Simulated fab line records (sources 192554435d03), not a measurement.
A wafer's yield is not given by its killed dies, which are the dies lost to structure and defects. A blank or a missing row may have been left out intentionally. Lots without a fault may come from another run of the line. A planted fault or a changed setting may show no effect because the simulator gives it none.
Split-lot trial | flow n5Finfet | on a route of 1938 steps: 7 lots, 21 wafers read

## ON THE SPLIT
At N5_BEOL_M6_TRENCH_ETCH_37 (etches SiCOH lowk in C4F6/O2, target depth 94.435 nm, time 31.5 s), the setting timeS was moved away from the recipe's 31.5 s on 2 of the 21 wafers read, by -17.7% to +20.0%. All remaining wafers had this setting at the recipe value.

## FROM THE SPLIT TO THE READING: what the file shows between them, 11 steps
- N5_BEOL_M6_ETCH_41: etches SiCN in CH3F/O2, target depth 29.7 nm, time 52 s
- N5_BEOL_M6_STRIP_80: strips in N2/H2, time 10 s
- N5_BEOL_M6_OCD_MEAS_38
- N5_BEOL_M6_HM_STRIP_39: strips TiN in peroxide tin strip, target depth 25 nm, time 158 s
- N5_BEOL_M6_SRD_40: time 30 s
- N5_BEOL_M6_ECD_50: material Cu, target thk 300 nm
- N5_BEOL_M6_ANNEAL_51: time 90 s
- N5_BEOL_M6_CMP_52: polishes, stops on SiCOH lowk, t overpolish 6.9 s, target thk 80 nm
- N5_BEOL_M6_THK_MEAS_53: measures by xrf
- N5_BEOL_M6_PRE_CLEAN_55: time 15 s
- N5_BEOL_M6_DEP_56: deposits SiCN from 3MS/NH3, target thk 10 nm, time 17.5 s

## THE READING
At N5_BEOL_M6_RS_MEAS_57, a four-point-probe measurement gives M6_RS in ohm/sq. Typical for fault-free wafers on this fab line: 0.284 ohm/sq, with standard deviation 0.0057 ohm/sq.

wafer  | tool, chamber at the split | timeS as run, s | against the recipe | M6_RS, ohm/sq | against lot-mates on the recipe
L075.2 | rieDiel-06, 2              | 31.5            | recipe             | 0.289         | -
L075.4 | rieDiel-06, 1              | 31.5            | recipe             | 0.286         | -
L075.5 | rieDiel-06, 3              | 31.5            | recipe             | 0.281         | -
L077.1 | rieDiel-03, 1              | 31.5            | recipe             | 0.288         | -
L077.2 | rieDiel-03, 0              | 31.5            | recipe             | 0.299         | -
L077.3 | rieDiel-03, 3              | 31.5            | recipe             | 0.303         | -
L083.2 | rieDiel-01, 1              | 31.5            | recipe             | 0.286         | -
L083.4 | rieDiel-01, 3              | 31.5            | recipe             | 0.280         | -
L083.5 | rieDiel-01, 3              | 31.5            | recipe             | 0.281         | -
L080.1 | rieDiel-03, 1              | 31.5            | recipe             | 0.283         | -
L080.3 | rieDiel-03, 0              | 31.5            | recipe             | 0.285         | -
L080.6 | rieDiel-03, 2              | 31.5            | recipe             | 0.283         | -
L085.3 | rieDiel-01, 1              | 31.5            | recipe             | 0.282         | -
L085.5 | rieDiel-01, 3              | 31.5            | recipe             | 0.284         | -
L085.6 | rieDiel-01, 0              | 25.92           | -17.7%             | 0.375         | +0.092
L090.2 | rieDiel-01, 1              | 37.81           | +20.0%             | 0.216         | -0.065
L090.5 | rieDiel-01, 1              | 31.5            | recipe             | 0.278         | -
L090.6 | rieDiel-01, 2              | 31.5            | recipe             | 0.285         | -
L091.2 | rieDiel-03, 2              | 31.5            | recipe             | 0.284         | -
L091.3 | rieDiel-03, 3              | 31.5            | recipe             | 0.282         | -
L091.4 | rieDiel-03, 1              | 31.5            | recipe             | 0.291         | -

FIT RESULTS
A straight line over all 21 wafers: M6_RS changes by -0.00417 ohm/sq for each +1% of timeS; r = -0.96; the points scatter about the line by 0.0076 ohm/sq.
The same after taking each lot's own level away (the mean of its wafers on the recipe; 21 wafers): -0.00412 ohm/sq for each +1%; r = -0.97; scatter 0.0066 ohm/sq.
According to that fit, moving timeS by its largest amount changes the reading by 0.083 ohm/sq.
Across the lots, their own levels run from 0.2815 to 0.2967 ohm/sq, a range of 2.7 times the standard deviation given above.
The two slopes agree, so the slope changes little with the lot-to-lot level.
Check: with one of the wafers moved furthest among these (+20.0%) left out of the fit, the line predicts -0.104 ohm/sq for it against its lot-mates. It came out at -0.0655 ohm/sq against them.

## OTHER SPLITS ON THESE WAFERS
These wafers also went through other splits before the reading. Each is held against what the fit with the lots' levels taken away leaves over:
other split on the same wafers | wafers away from the commonest value | r with M6_RS (lot level and that fit taken away)
N5_BEOL_M6_DESCUM_33 timeS     | 7                                    | +0.08

## THE WHOLE CHAIN: every reading that the file lists as answering this split, in the file's order
step                      | what it does                                                        | reading                                                                         | change (the file's fit)                | r (the file's)
N5_BEOL_M6_TRENCH_ETCH_37 | etches SiCOH lowk in C4F6/O2, target depth 94.435 nm, time 31.5 s   | BEOL_M6.featureDepthNm (the simulator's own value, which no gauge read)         | +1.01 nm for each +1% of the setting   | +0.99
N5_BEOL_M6_TRENCH_ETCH_37 | etches SiCOH lowk in C4F6/O2, target depth 94.435 nm, time 31.5 s   | etch.depthNm (the simulator's own value, which no gauge read)                   | +1.01 nm for each +1% of the setting   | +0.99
N5_BEOL_M6_TRENCH_ETCH_37 | etches SiCOH lowk in C4F6/O2, target depth 94.435 nm, time 31.5 s   | TiN_of_BEOL_M6_HM_DEP_02.thkNm (the simulator's own value, which no gauge read) | -0.0211 nm for each +1% of the setting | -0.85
N5_BEOL_M6_OCD_MEAS_38    |                                                                     | trenchDepthNm                                                                   | +1 nm for each +1% of the setting      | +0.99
N5_BEOL_M6_CMP_52         | polishes, stops on SiCOH lowk, t overpolish 6.9 s, target thk 80 nm | Cu_of_BEOL_M6_ECD_50.thkNm (the simulator's own value, which no gauge read)     | +0.993 nm for each +1% of the setting  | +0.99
N5_BEOL_M6_THK_MEAS_53    | measures by xrf                                                     | M6_THK                                                                          | +1.02 for each +1% of the setting      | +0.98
N5_BEOL_M6_RS_MEAS_57     | measures by four-point-probe                                        | M6_RS                                                                           | -0.00408 for each +1% of the setting   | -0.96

## THE FILE'S OWN FIT
M6_RS changes by -0.00408 ohm/sq for each +1% of timeS, r = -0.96.
